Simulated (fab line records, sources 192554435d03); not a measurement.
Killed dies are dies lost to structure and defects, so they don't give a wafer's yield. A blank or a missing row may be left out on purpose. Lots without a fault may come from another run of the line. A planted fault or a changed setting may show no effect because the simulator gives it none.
One fault seen from 3 desks | flow n5_finfet | each desk has only its own numbers; what lay behind them comes last

THE DEFECT DESK
What the inspections along the route counted, lot by lot: means of the sampled wafers that have a number. A lot is out of limits, marked OUT, if its mean lies more than 4 standard deviations from the usual mean; the brackets give that distance.
Columns: A = raw_defect_count at N5_STI_FIN_REVEAL_INSPECT_13, usual 13
lot  | first seen here | A
L920 | day 3 06:11     | 11
L923 | day 3 21:57     | 9
L927 | day 4 18:42     | 16
L928 | day 5 00:35     | 14
L929 | day 5 08:41     | 12
L933 | day 6 06:25     | 14
L934 | day 6 17:55     | 15
L939 | day 7 18:54     | 16
L941 | day 8 11:14     | 12
This desk's finding: nothing out of limits on any of the 9 lots.

THE TOOL OWNER'S DESK: plasma_asher-02
The tool's own readings at N5_STI_FIN_REVEAL_OXIDATION_31 (chemistry O2 PLASMA REMOTE, time 20 s): means of the sampled wafers that have a number, for each lot that ran on this tool. A lot is out of limits, marked OUT, if its mean lies more than 4 standard deviations from the usual mean; the brackets give that distance.
Columns: A = drypump_motor_current_A at N5_STI_FIN_REVEAL_OXIDATION_31, usual 5.9 A; B = heater_power_w at N5_STI_FIN_REVEAL_OXIDATION_31, usual 149 W
lot  | first seen here | A   | B
L923 | day 3 21:19     | 6.1 | 148
L927 | day 4 18:04     | 6.1 | 149
L928 | day 4 23:46     | 6.1 | 148
L933 | day 6 05:47     | 6.3 | 157
L934 | day 6 17:14     | 6.0 | 141
This desk's finding: nothing out of limits on any of the 5 lots.

THE METROLOGY DESK
What the gauges read, lot by lot, whatever tool the lot ran on: means of the sampled wafers that have a number. A lot is out of limits, marked OUT, if its mean lies more than 4 standard deviations from the usual mean; the brackets give that distance. Of its 17 readings 7 are shown: the one that was out of limits first, and those that lie furthest out on some lot.
Columns: A = IOFF_N at N5_BEOL_M4_RC_MEAS_101, usual 0.155 nA/um; B = IOFF_N_85C at N5_BEOL_M4_RC_MEAS_101, usual 3.0 nA/um; C = IOFF_N_LIN at N5_BEOL_M4_RC_MEAS_101, usual 0.072 nA/um; D = IOFF_N_LONG at N5_BEOL_M4_RC_MEAS_101, usual 5.53e-05 nA/um; E = IOFF_P at N5_BEOL_M4_RC_MEAS_101, usual 0.20 nA/um; F = IOFF_P_85C at N5_BEOL_M4_RC_MEAS_101, usual 3.5 nA/um; G = IOFF_P_LIN at N5_BEOL_M4_RC_MEAS_101, usual 0.096 nA/um
lot  | first seen here | A                | B              | C                | D                   | E               | F   | G
L920 | day 3 06:04     | 0.156            | 3.0            | 0.075            | 5.80e-05            | 0.21            | 3.7 | 0.104
L923 | day 3 21:50     | 0.126            | 2.5            | 0.060            | 5.65e-05            | 0.17            | 2.9 | 0.085
L927 | day 4 18:35     | 0.145            | 2.8            | 0.069            | 5.27e-05            | 0.18            | 3.2 | 0.086
L928 | day 5 00:28     | 0.156            | 3.0            | 0.072            | 5.28e-05            | 0.19            | 3.2 | 0.088
L929 | day 5 08:34     | 0.149            | 2.9            | 0.071            | 5.45e-05            | 0.18            | 3.2 | 0.090
L933 | day 6 06:18     | 0.272 (+4.5) OUT | 4.8 (+4.2) OUT | 0.125 (+5.4) OUT | 6.69e-05 (+4.6) OUT | 0.33 (+4.2) OUT | 5.3 | 0.164 (+5.7) OUT
L934 | day 6 17:48     | 0.210            | 4.0            | 0.098            | 6.07e-05            | 0.27            | 4.5 | 0.126
L939 | day 7 18:47     | 0.152            | 3.0            | 0.070            | 5.64e-05            | 0.20            | 3.4 | 0.095
L941 | day 8 11:07     | 0.174            | 3.3            | 0.077            | 5.44e-05            | 0.21            | 3.8 | 0.100
This desk's finding: out of limits on L933; first on L933, day 11 21:10 (IOFF_N at N5_BEOL_M4_RC_MEAS_101). In limits: L920, L923, L927, L928, L929, L934, L939, L941.

PUT TOGETHER
The metrology desk could have raised an alarm at day 11 21:10, on L933.
The defect desk saw nothing out of limits.
The tool owner's desk saw nothing out of limits.
The defect desk has L933 on record, within its limits.
The tool owner's desk has L933 on record, within its limits.
Of the lots named, all ran N5_STI_FIN_REVEAL_OXIDATION_31 on plasma_asher-02.

WHAT THE SIMULATOR HAD PUT IN
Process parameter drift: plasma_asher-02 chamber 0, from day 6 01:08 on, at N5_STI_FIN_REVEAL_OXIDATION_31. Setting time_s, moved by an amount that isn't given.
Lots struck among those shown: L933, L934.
Hours from the fault's start to each desk's first reading out of limits: the metrology desk, 140.
